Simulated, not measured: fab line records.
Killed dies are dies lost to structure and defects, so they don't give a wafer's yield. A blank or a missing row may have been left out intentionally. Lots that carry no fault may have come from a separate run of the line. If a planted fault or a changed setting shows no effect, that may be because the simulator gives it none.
Split-lot experiment ; flow n5_finfet ; 39 wafers read from 7 lots, route of 1938 steps

## SPLIT DETAILS
At N5_BEOL_M7_ETCH_66 (etches SOC in N2/H2, target depth 80 nm, overetch 16 nm, time 120 s), the setting target_depth_a was moved away from the recipe's 800 angstrom on 15 of the 39 wafers read, by -45.8% to +55.0%. The other wafers ran this setting at the recipe's value.

## FROM THE SPLIT TO THE READING: what the file shows between them, 2 steps
- N5_BEOL_M7_STRIP_69: strips in N2/H2
- N5_BEOL_M7_STRIP_73: strips in N2/H2

## THE READING
BEOL_M7.cd_nm (the simulator's own value, which no gauge read), in nm, at N5_BEOL_M7_VIA_ETCH_34 (etches SiCOH lowk in C4F6/O2, target depth 125.5 nm, time 50.5 s). The file gives no usual value for it. Average 40.1 nm, standard deviation 0.17 nm, over the 24 wafers here run with the recipe.

wafer;tool, chamber at the split;target_depth_a as run, angstrom;against the recipe;BEOL_M7.cd_nm, nm;against lot-mates on the recipe
L075.1;rie_diel-02, 0,2,0;800;recipe;40;-
L075.2;rie_diel-02, 3;960.4;+20.0%;40.4;+0.3
L075.4;rie_diel-02, 3;960.4;+20.0%;40.4;+0.3
L075.3;rie_diel-02, 0,2,0;800;recipe;40.2;-
L075.6;rie_diel-02, 0,2,0;800;recipe;40.2;-
L075.5;rie_diel-02, 2;960.4;+20.0%;40.6;+0.5
L085.1;rie_diel-03, 0,3;800;recipe;40;-
L085.3;rie_diel-03, 0,3;800;recipe;40;-
L085.2;rie_diel-03, 2;800;recipe;40.6;-
L085.4;rie_diel-03, 2;434;-45.8%;39.6;-0.6
L085.5;rie_diel-03, 3,0;434;-45.8%;39.4;-0.8
L085.6;rie_diel-03, 3,0;434;-45.8%;39.2;-1.0
L084.1;rie_diel-03, 1;1240;+55.0%;41.2;+1.3
L084.4;rie_diel-03, 3;1240;+55.0%;41.2;+1.3
L084.2;rie_diel-03, 0;800;recipe;40;-
L084.3;rie_diel-03, 2;800;recipe;40;-
L084.5;rie_diel-03, 3;1240;+55.0%;41;+1.1
L084.6;rie_diel-03, 0;800;recipe;39.6;-
L087.1;rie_diel-02, 1;800;recipe;40;-
L087.3;rie_diel-02, 0;800;recipe;40;-
L087.2;rie_diel-02, 2;800;recipe;40.2;-
L087.4;rie_diel-02, 3,0;534.7;-33.2%;39.2;-0.9
L087.6;rie_diel-02, 1;534.7;-33.2%;39.2;-0.9
L087.5;rie_diel-02, 3,0;534.7;-33.2%;39;-1.1
L094.1;rie_diel-06, 2;800;recipe;40.2;-
L094.2;rie_diel-06, 3,0,3;800;recipe;40.2;-
L094.4;rie_diel-06, 3,0,3;800;recipe;40.2;-
L094.6;rie_diel-06, 3,0,3;800;recipe;40.2;-
L094.3;rie_diel-06, 0;800;recipe;40;-
L094.5;rie_diel-06, 2;800;recipe;40;-
L091.1;rie_diel-03, 0;800;recipe;40;-
L091.4;rie_diel-03, 3;800;recipe;40;-
L091.5;rie_diel-03, 0;800;recipe;40;-
L095.1;rie_diel-06, 2;1084;+35.5%;40.6;+0.5
L095.4;rie_diel-06, 2;1084;+35.5%;40.6;+0.5
L095.2;rie_diel-06, 0,3;800;recipe;40;-
L095.5;rie_diel-06, 0,3;800;recipe;40;-
L095.3;rie_diel-06, 3;1084;+35.5%;40.8;+0.7
L095.6;rie_diel-06, 0;800;recipe;40.2;-
When a row names more than one chamber, that row covers several wafers, and the file does not tell which wafer ran in which chamber.

FIT RESULTS
A straight line over all 39 wafers: BEOL_M7.cd_nm changes by +0.019 nm for each +1% of target_depth_a; r = +0.93; the points scatter about the line by 0.19 nm.
The same after taking each lot's own level away (the mean of its wafers on the recipe; 39 wafers): +0.021 nm for each +1%; r = +0.95; scatter 0.17 nm.
On that fit, the largest move of target_depth_a shifts the reading by 1.2 nm.
The span of the lots' own levels, 39.87 to 40.20 nm, comes to 1.9 times the standard deviation stated above.
The two slopes are in agreement: the lot-to-lot level therefore moves the slope only a little.
Check: for one of the wafers moved furthest among these (+55.0%), held out of the fit, the line's prediction against its lot-mates is +1.11 nm. Against them it came out at +1.33 nm.

## OTHER SPLITS APPLIED TO THESE WAFERS
Other splits were also applied to these wafers ahead of the reading. Each is held against what the fit with the lots' levels taken away leaves over:
other split on the same wafers;wafers away from the commonest value;r with BEOL_M7.cd_nm (lot level and that fit taken away)
N5_BEOL_M5_TRENCH_ETCH_37 target_depth_a;9;+0.30

## THE WHOLE CHAIN: every reading that the file lists as answering this split, in the file's order
step;what it does;reading;change (the file's fit);r (the file's)
N5_BEOL_M7_ETCH_66;etches SOC in N2/H2, target depth 80 nm, overetch 16 nm, time 120 s;SiARC_of_BEOL_M7_COAT_64.thk_nm (the simulator's own value, which no gauge read);-0.0479 nm for each +1% of the setting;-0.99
N5_BEOL_M7_ETCH_66;etches SOC in N2/H2, target depth 80 nm, overetch 16 nm, time 120 s;BEOL_M7.cd_nm (the simulator's own value, which no gauge read);+0.0204 nm for each +1% of the setting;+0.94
N5_BEOL_M7_VIA_ETCH_34;etches SiCOH lowk in C4F6/O2, target depth 125.5 nm, time 50.5 s;BEOL_M7.cd_nm (the simulator's own value, which no gauge read);+0.021 nm for each +1% of the setting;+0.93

## FILE'S OWN FIT
BEOL_M7.cd_nm changes by +0.021 nm for each +1% of target_depth_a, r = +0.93.
